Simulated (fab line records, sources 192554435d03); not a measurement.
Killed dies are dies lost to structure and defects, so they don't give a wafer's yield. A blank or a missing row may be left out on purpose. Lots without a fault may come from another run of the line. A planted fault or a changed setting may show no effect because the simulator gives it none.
fab line records | flow n5_finfet
record lots=7 wafers=39
route steps=1938 shown SD_ACTIVATION@331
start_h: hours from the record's first day to the start of the lot's first wafer shown | wait_h: hours since the lot's step before | " the same as in the row above | L1.1+2: a row that stands for several wafers | - no value, or no start given | * or withheld: withheld | < > ~ a bound
route shown NAME@n: a module of which the file shows steps, and the number in the route of the first | usual: mean/standard deviation of fault-free wafers | same: alike in all rows | chamber/n: place in a boat | sites: the reading at each site | _std_site: their standard deviation | _edge_site: outer sites' mean less inner sites' | radius_mm: how far each site lies from the wafer's centre | mask NAME#n: copy n | behind: the tool/chamber that last shaped the wafer | hold: why the lot was held/for how many hours/how that ended | device: the transistor (n, p or np) that didn't switch | end of line: the same wafers' tests at the end of the route | a step without rows: its recipe alone | killed: dies lost to structure and defects at the first sort, not the wafer's yield | map: a wafer's dies, x killed, . not, _ none there
set.NAME: the setting as run; set.NAME@STEP: as run at that earlier step | model.NAME: the simulator's own value behind a step, which no gauge read
lots whose settings were changed on purpose; a table a step, a row a wafer
## steps
# step N5_SD_ACTIVATION_LSA_01
# recipe temp_c=1080 time_s=0.0008 ambient=N2
# usual wafer_temp_C_max=1084.3/0.99
# columns lot.wafer tool chamber start_h wait_h set.temp_c wafer_temp_C_max
L074.1 laser_anneal-01 0 57.89 0.2 1080 1085.3
L074.2 " 0 " " 1080 1085.3
L074.3 " 0 " " 1080 1086.4
L081.1 laser_anneal-01 0 99.90 0.2 1080 1084.8
L081.2 " 0 " " 1080 1083.6
L081.3 " 0 " " 1080 1083.3
L081.4 " 0 " " 1080 1083.8
L081.5 " 0 " " 1080 1083.4
L081.6 " 0 " " 1080 1083.2
L084.1 laser_anneal-02 0 120.72 0.2 1080 1082.8
L084.2 " 0 " " 1069 1072.4
L084.3 " 0 " " 1080 1082.4
L084.4 " 0 " " 1080 1085.2
L084.5 " 0 " " 1069 1074.2
L084.6 " 0 " " 1069 1074.4
L089.1 laser_anneal-01 0 150.83 0.2 1080 1084.2
L089.2 " 0 " " 1080 1085.6
L089.3 " 0 " " 1080 1084.8
L089.4 " 0 " " 1080 1084.6
L089.5 " 0 " " 1080 1084.4
L089.6 " 0 " " 1080 1087.0
L092.1 laser_anneal-02 0 169.76 0.2 1097 1100.7
L092.2 " 0 " " 1080 1083.2
L092.3 " 0 " " 1097 1099.9
L092.4 " 0 " " 1097 1101.0
L092.5 " 0 " " 1080 1083.5
L092.6 " 0 " " 1080 1083.8
L093.1 laser_anneal-01 0 179.39 0.2 1065 1070.1
L093.2 " 0 " " 1080 1084.3
L093.3 " 0 " " 1065 1069.3
L093.4 " 0 " " 1065 1069.1
L093.5 " 0 " " 1080 1083.5
L093.6 " 0 " " 1080 1083.5
L095.1 laser_anneal-01 0 184.75 0.2 1080 1083.5
L095.2 " 0 " " 1080 1084.0
L095.3 " 0 " " 1080 1083.6
L095.4 " 0 " " 1080 1087.0
L095.5 " 0 " " 1080 1085.2
L095.6 " 0 " " 1080 1084.3
# step N5_SD_ACTIVATION_RS_MEAS_03
# recipe thk_meas_gauge=four-point-probe
# usual RS_SD_N=21.93/0.28 RS_SD_P=56.3/0.9
# columns lot.wafer tool chamber start_h wait_h set.temp_c@SD_ACTIVATION_LSA_01 RS_SD_N[ohm/sq] RS_SD_P[ohm/sq]
L074.1 film_metro-02 - 58.11 0.2 1080 21.61 55.4
L074.2 " - " " 1080 21.49 54.0
L074.3 " - " " 1080 21.80 54.7
L081.1 film_metro-01 - 100.10 0.2 1080 21.93 56.4
L081.2 " - " " 1080 22.02 55.9
L081.3 " - " " 1080 21.85 56.2
L081.4 " - " " 1080 21.93 56.8
L081.5 " - " " 1080 22.12 55.7
L081.6 " - " " 1080 21.75 56.3
L084.1 film_metro-02 - 120.92 0.2 1080 21.70 57.2
L084.2 " - " " 1069 22.93 57.7
L084.3 " - " " 1080 21.81 58.0
L084.4 " - " " 1080 21.77 57.2
L084.5 " - " " 1069 23.03 57.8
L084.6 " - " " 1069 23.09 57.4
L089.1 film_metro-02 - 151.03 0.2 1080 21.80 56.8
L089.2 " - " " 1080 21.41 56.8
L089.3 " - " " 1080 21.71 56.2
L089.4 " - " " 1080 21.74 56.8
L089.5 " - " " 1080 21.86 56.6
L089.6 " - " " 1080 21.85 56.4
L092.1 film_metro-01 - 169.97 0.2 1097 19.95 56.6
L092.2 " - " " 1080 21.83 56.7
L092.3 " - " " 1097 19.98 57.1
L092.4 " - " " 1097 19.84 57.2
L092.5 " - " " 1080 21.42 57.2
L092.6 " - " " 1080 21.74 57.3
L093.1 film_metro-02 - 179.59 0.2 1065 23.35 55.7
L093.2 " - " " 1080 21.73 56.0
L093.3 " - " " 1065 23.49 56.0
L093.4 " - " " 1065 23.44 54.9
L093.5 " - " " 1080 21.74 55.3
L093.6 " - " " 1080 21.82 55.6
L095.1 film_metro-01 - 184.96 0.2 1080 22.06 54.9
L095.2 " - " " 1080 21.81 55.2
L095.3 " - " " 1080 22.05 55.1
L095.4 " - " " 1080 22.11 56.3
L095.5 " - " " 1080 22.08 55.7
L095.6 " - " " 1080 21.90 55.8
## key
split step=N5_SD_ACTIVATION_LSA_01 setting=temp_c stated=1080 by=wafer
response step=N5_SD_ACTIVATION_LSA_01 reading=wafer_temp_C_max change=* per=1% r=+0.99
response step=N5_SD_ACTIVATION_RS_MEAS_03 reading=RS_SD_N change=-1.16 per=1% r=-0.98
